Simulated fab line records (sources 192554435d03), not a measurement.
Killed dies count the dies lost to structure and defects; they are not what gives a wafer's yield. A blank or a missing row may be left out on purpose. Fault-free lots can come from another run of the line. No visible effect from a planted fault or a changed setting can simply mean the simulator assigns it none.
Chamber matching | flow n5-finfet | rie-si-04 running N5_DUMMY_GATE_ETCH_44: 4 sister chambers
The step etches poly-Si in HBr/O2, stops on SiO2, target depth 127.5 nm. 4 wafers are shown with their chamber, then 8 later ones without.

== WAFERS, EACH WITH ITS CHAMBER ==
wafer  | chamber | drypump-motor-current-A (A)
L079.5 | 1       | 5.7
L090.3 | 2       | 6.7
L090.4 | 3       | 5.9
L091.3 | 0       | 6.2

== WAFERS MISSING THEIR CHAMBER ==
wafer  | drypump-motor-current-A (A)
L091.4 | 5.9
L091.6 | 6.7
L096.1 | 5.7
L096.2 | 6.3
L096.6 | 6.7
L097.1 | 5.7
L097.3 | 5.9
L097.5 | 5.9

== WHICH CHAMBER EACH ONE RAN IN ==
wafer  | from the rows above | in truth
L091.4 | 3                   | 3
L091.6 | 2                   | 2
L096.1 | 1                   | 1
L096.2 | 0                   | 0
L096.6 | 2                   | 2
L097.1 | 1                   | 1
L097.3 | 3                   | 3
L097.5 | 3                   | 3
8 of 8 placed correctly. Number that these rows cannot place: 0. Wrongly placed: 0.
How it was worked out, from the rows above alone: a wafer's distance from a chamber is the root of the sum, over the readings, of the square of ((its reading less the chamber's mean) divided by the reading's scatter). If the next closest chamber is less than 2 further off than the closest, the wafer can't be placed; otherwise it belongs to the closest. A chamber's mean is the mean of its shown wafers. The scatter: with one shown wafer a chamber, the root of the mean of the squares of how far each hidden wafer lies from its nearest shown one.
